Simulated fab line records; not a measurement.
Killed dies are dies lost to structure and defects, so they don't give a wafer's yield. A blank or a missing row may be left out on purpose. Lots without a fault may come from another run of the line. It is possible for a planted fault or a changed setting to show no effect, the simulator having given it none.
Chamber matching	flow n5Finfet	N5_BEOL_M7_DEP_56 on pecvd-01 has 3 sister chambers
The step deposits SiCN from 3MS/NH3, target thk 10 nm, time 17.5 s. 3 wafers are shown with their chamber, then 7 later ones without.

== WAFERS WITH THEIR CHAMBER ==
wafer	chamber	throttleValvePct (%)
L083.6	2	8.4
L085.1	0	9.4
L085.2	1	9.0

== WAFERS WITH NO CHAMBER GIVEN ==
wafer	throttleValvePct (%)
L085.4	9.5
L087.3	8.6
L087.5	9.0
L087.6	8.4
L091.3	8.5
L091.4	9.7
L091.6	8.1

== THE CHAMBER EACH PASSED THROUGH ==
wafer	from the rows above	in truth
L085.4	0	0
L087.3	can't be placed: 2 or 1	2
L087.5	1	1
L087.6	2	2
L091.3	2	2
L091.4	0	0
L091.6	2	2
Placed correctly: 6 of 7. Can't be placed from these rows: 1 (the true chamber is among the candidates in 1). Placed wrongly: 0.
How it was worked out, from the rows above alone: a wafer's distance from a chamber is the root of the sum, over the readings, of the square of ((its reading less the chamber's mean) divided by the reading's scatter). The wafer belongs to the nearest chamber; if the next one is less than 2 further off, it can't be placed. A chamber's mean is the mean of its shown wafers. The scatter (one wafer shown for each chamber): square how far every hidden wafer sits from the nearest shown wafer, average those squares and take the square root.
